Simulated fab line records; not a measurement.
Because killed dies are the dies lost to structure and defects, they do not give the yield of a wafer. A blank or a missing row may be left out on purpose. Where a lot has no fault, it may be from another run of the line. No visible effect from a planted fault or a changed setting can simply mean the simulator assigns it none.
Struck lot and sound lot, side by side / flow n5 finfet / 35 steps out of a route of 1938
Sound: these wafers, L170.2, L170.4, L170.5. Struck: wafers L162.1, L162.5. (L162.6 of the same lot was not struck and is left out.) The cause comes at the end.
Per side, at each step with rows, come the tool, then ch with its chambers, and then its first start. Under that, the readings that differ: sound wafers / struck wafers / difference of the means / sigmas: that difference in standard deviations of wafers without a fault.
alike: words and numbers the same on both sides, and readings whose means are apart by under 2 such deviations; not compared: readings that were withheld, readings missing a value for some wafer, numbers with overlapping values and no deviation given by the record, and bounds like >300 which may hide the same value.
Wherever a step has rows on one side only, a row that says differs or no value, or a row with sigmas, the two part there. Numbers that don't overlap but have no deviation are shown without sigmas and don't part them. A reading missing from all wafers of one side parts the sides only when that side holds two or more wafers.

first, 11 steps without rows for these wafers: N5_BEOL_M15_STRIP_36 (strips in O2); N5_BEOL_M15_STRIP_62 (strips in O2); N5_BEOL_M15_STRIP_37 (strips in O2); N5_BEOL_M15_ETCH_38 (etches SiCN in CF4/N2, target depth 106.4 nm, time 120.5 s); N5_BEOL_M15_PRECLEAN_39 (cleans in residue remover, time 60 s); N5_BEOL_M15_SRD_40 (time 30 s, dry time 30 s); N5_BEOL_M15_DEGAS_41 (time 60 s); N5_BEOL_M15_PRE_CLEAN_42 (time 30 s); N5_BEOL_M15_SPUTTER_43 (material TaN, target thk 15 nm, time 24.19 s); N5_BEOL_M15_SPUTTER_44 (material Ta, target thk 15 nm, time 24.19 s); N5_BEOL_M15_SPUTTER_45 (material Cu, target thk 100 nm, time 16.67 s).
N5_BEOL_M15_ECD_47: material Cu, target thk 1860 nm.
  sound on ecd cu-01 ch 0,1, day 16 14:05; struck on ecd cu-01 ch 0,1, day 13 16:02
then, 22 steps without rows for these wafers: N5_BEOL_M15_ANNEAL_48 (time 90 s); N5_BEOL_M15_CMP_49 (polishes, stops on SiO2, t overpolish 4.9 s, target thk 850 nm); N5_BEOL_M15_PRE_CLEAN_52 (time 15 s); N5_BEOL_M15_DEP_53 (deposits SiCN from 3MS/NH3, target thk 50 nm, time 17.8 s); N5_PASSIVATION_PECVD_00 (deposits SiO2 from SiH4/N2O, target thk 200 nm, time 11.2 s); N5_MIM_BOT_DEGAS_01 (time 60 s); N5_MIM_BOT_SPUTTER_00 (material TiN, target thk 35 nm, time 89.7 s); N5_MIM_TOP_ALD_00 (deposits Al2O3, purge time 3 s, co reactant pulse time 3 s); N5_MIM_TOP_ALD_01 (deposits HfO2, target thk 5.6 nm, pulse time 1 s, purge time 3 s); N5_MIM_TOP_ALD_02 (deposits Al2O3, purge time 3 s, co reactant pulse time 3 s); N5_MIM_TOP_DEGAS_04 (time 60 s); N5_MIM_TOP_SPUTTER_03 (material TiN, target thk 35 nm, time 89.7 s); N5_MIM_TOP_LITHO_HMDS_01 (time 60 s); N5_MIM_TOP_LITHO_COAT_02; N5_MIM_TOP_LITHO_EBR_04; N5_MIM_TOP_LITHO_SOFTBAKE_03 (time 90 s); N5_MIM_TOP_LITHO_EXPOSE_05 (exposes mask MIM TOP, target cd 2000 nm); N5_MIM_TOP_LITHO_PEB_06; N5_MIM_TOP_LITHO_DEVELOP_07 (develop time 60 s); N5_MIM_TOP_LITHO_HARDBAKE_09 (time 120 s); N5_MIM_TOP_LITHO_DESCUM_10 (chemistry O2, time 7.9 s); N5_MIM_TOP_ETCH_ETCH_00 (etches TiN in Cl2/BCl3, target depth 38.5 nm).
N5_PASSIVATION_PROBE_49:
  sound: prober-01 at day 17 07:51; struck: prober-01 at day 14 08:34
reading=defect limited yield (%); sound=92.0 92.1 92.6; struck=61.3 61.0; difference=-31.1; sigmas=-21
reading=killed_at_M4_up; sound=20 18 13; struck=376 372; difference=+357; sigmas=+71
reading=killed dies; sound=94 93 87; struck=457 460; difference=+367; sigmas=+22
reading=killed on rim; sound=17 10 10; struck=68 64; difference=+54; sigmas=+15
reading=sort_bin_5_function (%); sound=4.8 4.7 4.2; struck=24.7 24.5; difference=+20.0; sigmas=+21
reading=sort_bin_6_memory (%); sound=3.1 3.1 2.9; struck=11.8 12.4; difference=+9.1; sigmas=+14
reading=sort n pass; sound=1086 1087 1093; struck=723 720; difference=-367; sigmas=-22
reading=sort yield pct (%); sound=92.0 92.1 92.6; struck=61.3 61.0; difference=-31.1; sigmas=-21
  alike: killed_at_M0_to_M3, killed at contacts, killed at front end, killed at other, killed open, killed short

== WHERE THEY PART ==
Only at N5_PASSIVATION_PROBE_49, within this record.

WHY: what had been put in by the simulator
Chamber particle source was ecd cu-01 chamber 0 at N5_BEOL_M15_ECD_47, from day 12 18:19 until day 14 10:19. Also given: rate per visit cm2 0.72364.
